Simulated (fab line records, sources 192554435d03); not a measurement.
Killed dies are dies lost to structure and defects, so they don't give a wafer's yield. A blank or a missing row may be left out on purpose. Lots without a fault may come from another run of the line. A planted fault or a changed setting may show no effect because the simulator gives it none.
Chamber matching | flow n5_finfet | N5_BEOL_M9_CMP_52 on cmp-03: 4 sister chambers
The step polishes, stops on SiCOH lowk, t overpolish 7 s, target thk 140 nm. 8 wafers are shown with their chamber, then 7 later ones without.

WAFERS WITH THEIR CHAMBER
wafer  | chamber | motor_current_A (A) | time_to_endpoint_s (s)
L084.2 | 2       | 7.2                 | 70
L084.4 | 3       | 5.1                 | 67
L085.6 | 3       | 5.2                 | 66
L088.2 | 0       | 5.2                 | 57
L088.4 | 1       | 5.7                 | 64
L088.6 | 2       | 7.2                 | 65
L092.3 | 0       | 5.5                 | 58
L092.4 | 1       | 5.8                 | 61

WAFERS WITHOUT THEIR CHAMBER
wafer  | motor_current_A (A) | time_to_endpoint_s (s)
L092.5 | 4.9                 | 62
L094.1 | 6.1                 | 62
L094.2 | 5.7                 | 59
L094.4 | 7.0                 | 69
L097.3 | 7.2                 | 69
L097.5 | 5.1                 | 66
L097.6 | 7.0                 | 71

WHICH CHAMBER EACH WENT THROUGH
wafer  | from the rows above     | in truth
L092.5 | can't be placed: 3 or 0 | 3
L094.1 | 1                       | 1
L094.2 | can't be placed: 1 or 0 | 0
L094.4 | 2                       | 2
L097.3 | 2                       | 2
L097.5 | 3                       | 3
L097.6 | 2                       | 2
Placed correctly: 5 of 7. Can't be placed from these rows: 2 (the true chamber is among the candidates in 2). Placed wrongly: 0.
How it was worked out, from the rows above alone: a wafer's distance from a chamber is the root of the sum, over the readings, of the square of ((its reading less the chamber's mean) divided by the reading's scatter). The wafer belongs to the nearest chamber; if the next one is less than 2 further off, it can't be placed. A chamber's mean is the mean of its shown wafers. The scatter: the root of (the sum of the squares of (reading less its chamber's mean) over the shown wafers, divided by (wafers less chambers)).
